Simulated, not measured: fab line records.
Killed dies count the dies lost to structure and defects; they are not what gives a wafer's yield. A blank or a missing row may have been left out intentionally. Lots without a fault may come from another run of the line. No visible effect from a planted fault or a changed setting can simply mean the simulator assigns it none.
Split-lot experiment	flow n5Finfet	7 lots, 21 wafers read, on a route of 1938 steps

== ABOUT THE SPLIT ==
At N5_SD_EPI_N_ETCH_45 (etches SiOCN in CH3F/O2, target depth 6 nm), the setting targetDepthA was moved away from the recipe's 60 angstrom on 7 of the 21 wafers read, by -10.9% to +8.3%. This setting was run at the recipe's value on the other wafers.

The split's own step is where the reading is taken.

== THE READING ==
etch.depthNm (the simulator's own value, which no gauge read), in nm, at N5_SD_EPI_N_ETCH_45 (etches SiOCN in CH3F/O2, target depth 6 nm). The file does not state a usual value for it. The 14 wafers here that ran the recipe average 5.920 nm, standard deviation 0.16 nm.

wafer	tool, chamber at the split	targetDepthA as run, angstrom	against the recipe	etch.depthNm, nm	against lot-mates on the recipe
L074.2	rieDiel-02, 1	53.48	-10.9%	5.178	-0.829
L074.3	rieDiel-02, 0	53.48	-10.9%	5.262	-0.745
L074.5	rieDiel-02, 2	60	recipe	6.007	-
L075.3	rieDiel-05, 1	60	recipe	5.886	-
L075.4	rieDiel-05, 0	60	recipe	5.916	-
L075.5	rieDiel-05, 1	60	recipe	5.848	-
L078.1	rieDiel-05, 1	53.96	-10.1%	5.274	-0.589
L078.3	rieDiel-05, 3	53.96	-10.1%	5.383	-0.480
L078.4	rieDiel-05, 2	60	recipe	5.863	-
L080.1	rieDiel-02, 0	63.6	+6.0%	6.187	+0.507
L080.4	rieDiel-02, 3	60	recipe	5.515	-
L080.6	rieDiel-02, 0	60	recipe	5.845	-
L086.3	rieDiel-04, 0	60	recipe	6.027	-
L086.5	rieDiel-04, 2	54.24	-9.6%	5.266	-0.761
L086.6	rieDiel-04, 0	60	recipe	6.028	-
L091.1	rieDiel-05, 1	64.98	+8.3%	6.353	+0.528
L091.2	rieDiel-05, 2	60	recipe	5.821	-
L091.4	rieDiel-05, 2	60	recipe	5.829	-
L097.1	rieDiel-05, 0	60	recipe	6.148	-
L097.3	rieDiel-05, 3	60	recipe	6.212	-
L097.5	rieDiel-05, 1	60	recipe	5.928	-

FIT RESULTS
A straight line over all 21 wafers: etch.depthNm changes by +0.0598 nm for each +1% of targetDepthA; r = +0.92; the points scatter about the line by 0.14 nm.
The same after taking each lot's own level away (the mean of its wafers on the recipe; 21 wafers): +0.0674 nm for each +1%; r = +0.97; scatter 0.098 nm.
The reading moves by 0.73 nm for the largest change in targetDepthA, on that fit.
Across the lots, their own levels run from 5.6800 to 6.0960 nm, a range of 2.6 times the standard deviation given above.
Thus the slope moves with the lot-to-lot level: the two fits are different.
Check: -0.701 nm against its lot-mates is what the line predicts for one of the wafers moved furthest among these (-10.9%) when that wafer is left out of the fit. It came out at -0.829 nm against them.

== ADDITIONAL SPLITS CARRIED BY THESE WAFERS ==
Note: prior to the reading, these wafers also went through further splits. Each is held against what the fit with the lots' levels taken away leaves over:
other split on the same wafers	wafers away from the commonest value	r with etch.depthNm (lot level and that fit taken away)
N5_ZERO_LAYER_ETCH_18 icpW	6	+0.15
N5_FIN_SAQP_HM_DEP_03 timeS	4	-0.13
N5_FIN_SAQP_PECVD_48 timeS	9	+0.28
N5_FIN_SAQP_SPACER1_ALD_24 aldCycles	6	+0.16
N5_FIN_SAQP_ETCH_65 timeS	7	-0.38

== FILE'S OWN FIT ==
etch.depthNm changes by +0.0688 nm for each +1% of targetDepthA, r = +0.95.
